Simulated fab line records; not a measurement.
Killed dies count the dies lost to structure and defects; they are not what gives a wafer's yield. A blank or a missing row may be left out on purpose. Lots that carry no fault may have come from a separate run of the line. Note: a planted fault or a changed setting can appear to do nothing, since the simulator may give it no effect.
Chamber matching | flow n5Finfet | N5_BEOL_M3_DEP_57 on pecvd-03 has 3 sister chambers
The step deposits SiCN from 3MS/NH3, target thk 8 nm, time 14 s. 20 wafers are shown with their chamber, then 10 later ones without.

## WAFERS PAIRED WITH THEIR CHAMBERS
wafer  | chamber | throttleValvePct (%) | rfFwdPowerW (W) | showerheadPlenumPTorr (Torr)
L075.2 | 0       | 8.8                  | 199.9           | 3.658
L075.5 | 1       | 9.8                  | 200.7           | 3.662
L075.6 | 0       | 9.0                  | 199.6           | 3.664
L077.1 | 0       | 9.0                  | 199.3           | 3.654
L077.4 | 0       | 8.9                  | 199.3           | 3.657
L077.5 | 1       | 9.8                  | 200.5           | 3.654
L076.1 | 0       | 8.7                  | 199.6           | 3.671
L076.2 | 1       | 9.6                  | 200.8           | 3.665
L076.4 | 0       | 8.8                  | 198.8           | 3.664
L078.3 | 0       | 9.0                  | 198.9           | 3.666
L078.4 | 0       | 8.7                  | 199.3           | 3.673
L078.5 | 2       | 8.1                  | 199.1           | 3.663
L079.1 | 2       | 7.8                  | 199.5           | 3.658
L079.3 | 1       | 9.6                  | 201.4           | 3.668
L079.4 | 0       | 9.1                  | 199.4           | 3.663
L084.1 | 0       | 9.0                  | 198.6           | 3.662
L084.5 | 2       | 8.2                  | 199.6           | 3.661
L084.6 | 0       | 9.1                  | 198.7           | 3.660
L085.2 | 2       | 8.1                  | 200.3           | 3.664
L085.3 | 0       | 9.2                  | 200.1           | 3.660

SIGNATURES (means of the wafers above)
reading               | chamber 0 | chamber 1 | chamber 2 | scatter within a chamber
throttleValvePct      | 8.942     | 9.700     | 8.050     | 0.157
rfFwdPowerW           | 199.292   | 200.850   | 199.625   | 0.463
showerheadPlenumPTorr | 3.66267   | 3.66225   | 3.66150   | 0.00523
Rule: a wafer's distance from a chamber is the root of the sum, over the readings, of the square of ((its reading less the chamber's mean) divided by the reading's scatter). The wafer belongs to the nearest chamber; if the next one is less than 2 further off, it can't be placed. How the scatter is found: for the shown wafers, subtract from each reading the mean of its chamber, square and add these, divide the total by (wafers less chambers), then take the root.

## WAFERS MISSING THEIR CHAMBER
wafer  | throttleValvePct (%) | rfFwdPowerW (W) | showerheadPlenumPTorr (Torr)
L085.4 | 7.8                  | 200.6           | 3.659
L089.1 | 8.7                  | 199.7           | 3.656
L089.4 | 9.1                  | 198.7           | 3.661
L089.5 | 8.2                  | 200.1           | 3.662
L090.2 | 9.4                  | 198.6           | 3.657
L090.3 | 8.9                  | 198.6           | 3.655
L090.5 | 8.2                  | 200.7           | 3.658
L091.3 | 9.7                  | 199.9           | 3.669
L091.4 | 9.1                  | 199.6           | 3.660
L091.5 | 9.6                  | 200.2           | 3.664

## THE CHAMBER EACH PASSED THROUGH
wafer  | from the rows above     | in truth
L085.4 | 2                       | 2
L089.1 | 0                       | 0
L089.4 | 0                       | 0
L089.5 | 2                       | 2
L090.2 | can't be placed: 0 or 1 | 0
L090.3 | 0                       | 0
L090.5 | 2                       | 2
L091.3 | 1                       | 1
L091.4 | 0                       | 0
L091.5 | 1                       | 1
Correct placement for 9 of the 10. Cannot be placed on the basis of these rows: 1; the candidates contain the true chamber in 1. Number placed wrongly: 0.
